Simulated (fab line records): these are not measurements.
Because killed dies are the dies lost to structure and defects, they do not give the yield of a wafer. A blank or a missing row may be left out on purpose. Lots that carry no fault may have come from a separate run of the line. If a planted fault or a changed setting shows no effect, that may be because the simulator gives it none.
Code-filled problem report in 8D (eight disciplines) form    flow n5 finfet    the parts of the form that need people (team, actions taken, sign-off) are left out

1. WHAT IS WRONG
spin speed rpm at N5_BEOL_M15_COAT_58 reads a mean of 1192.5 rpm on 6 wafers of 2 lots; wafers without a fault read 1499.8 rpm with a standard deviation of 0.84. That is -99 or more standard deviations from the usual mean.
The step: time 60 s, resist thk 89 nm.
First observed at day 17 02:10: wafer L430.1, on litho track-04. The record holds 33 wafers of 11 lots with a number at this step. The rule behind "out" and "out of limits": a value lying over 4 standard deviations away from the usual mean. The rest of the wafers with a number are treated as sound.

2. WHAT IT IS; WHAT IT IS NOT
question                     is                      is not
which readings at this step  spin speed rpm          exhaust pa
which lots                   L430, L431              L414, L415, L416, L418, L421, L422, L428, L435, L436
which wafers of those lots   all that have a number  -
read on which tools          litho track-04          litho track-01, litho track-05
when                         from day 17 02:10       up to then (18 sound wafers); but 9 sound wafers of L428, L435, L436 came after

3. THE SUSPECTS, EACH WITH WHAT RULES IT OUT
Counting: a tool at any process step up to the reading remains a suspect when it ran all the lots that are out and ran no sound lot after the first of those.
- litho track-04 at N5_BEOL_M15_COAT_58 (time 60 s, resist thk 89 nm): kept. All lots that are out passed through it, beginning with L430 at day 17 02:10, and no sound lot followed; its final sound lot before that point was L421 at day 14 11:30. Its own spin speed rpm readings are out on those wafers.
The count leaves litho track-04 at N5_BEOL_M15_COAT_58.

4. THE CAUSE (what the simulator had put in)
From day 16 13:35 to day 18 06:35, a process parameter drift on litho track-04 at N5_BEOL_M15_COAT_58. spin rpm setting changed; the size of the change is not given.
This tool alone remained once counting was done.

5. SEQUENCE OF EFFECTS, ordered by route
One row per reading whose mean, taken over the struck wafers that have a number, lies over 3 standard deviations from the usual. Only readings for which the record gives a usual standard deviation are gone through. hours: the time from each lot's start at the first step in this table that gives one to its start at this step, as a median over the lots. sigmas: the change in usual standard deviations.
hours  step                 reading         usual       on struck wafers  change  sigmas
0      N5_BEOL_M15_COAT_58  spin speed rpm  1499.8 rpm  1192.5            -307.3  -99 or more
Process steps it contains:
- N5_BEOL_M15_COAT_58: time 60 s, resist thk 89 nm.

6. HOW IT WOULD HAVE BEEN CAUGHT EARLIER
The fault began at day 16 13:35; the first out-of-limits reading in this record came at day 17 02:10, 13 hours later.
